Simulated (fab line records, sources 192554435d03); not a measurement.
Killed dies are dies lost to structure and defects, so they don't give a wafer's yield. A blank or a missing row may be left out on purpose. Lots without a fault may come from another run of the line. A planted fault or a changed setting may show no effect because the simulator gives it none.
Chamber matching | flow n5_finfet | N5_BEOL_M1_ALD_84 on ald_metal-03: 4 sister chambers
The step deposits TaN, pulse time 2 s, purge time 3 s, co reactant purge time 2 s. 8 wafers are shown with their chamber, then 8 later ones without.

WAFERS WITH THEIR CHAMBER
wafer  | chamber | heater_power_w (W)
L082.5 | 2       | 373
L082.6 | 1       | 432
L088.1 | 2       | 368
L088.4 | 0       | 434
L090.3 | 3       | 413
L090.4 | 1       | 438
L090.5 | 3       | 423
L094.1 | 0       | 450

WAFERS WITHOUT THEIR CHAMBER
wafer  | heater_power_w (W)
L094.3 | 368
L094.4 | 418
L096.3 | 413
L096.4 | 436
L096.5 | 444
L097.2 | 366
L097.3 | 430
L097.4 | 415

WHICH CHAMBER EACH WENT THROUGH
wafer  | from the rows above          | in truth
L094.3 | 2                            | 2
L094.4 | 3                            | 3
L096.3 | 3                            | 3
L096.4 | can't be placed: 1 or 0      | 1
L096.5 | can't be placed: 0 or 1      | 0
L097.2 | 2                            | 2
L097.3 | can't be placed: 1 or 0 or 3 | 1
L097.4 | 3                            | 3
Placed correctly: 5 of 8. Can't be placed from these rows: 3 (the true chamber is among the candidates in 3). Placed wrongly: 0.
How it was worked out, from the rows above alone: a wafer's distance from a chamber is the root of the sum, over the readings, of the square of ((its reading less the chamber's mean) divided by the reading's scatter). The wafer belongs to the nearest chamber; if the next one is less than 2 further off, it can't be placed. A chamber's mean is the mean of its shown wafers. The scatter: the root of (the sum of the squares of (reading less its chamber's mean) over the shown wafers, divided by (wafers less chambers)).
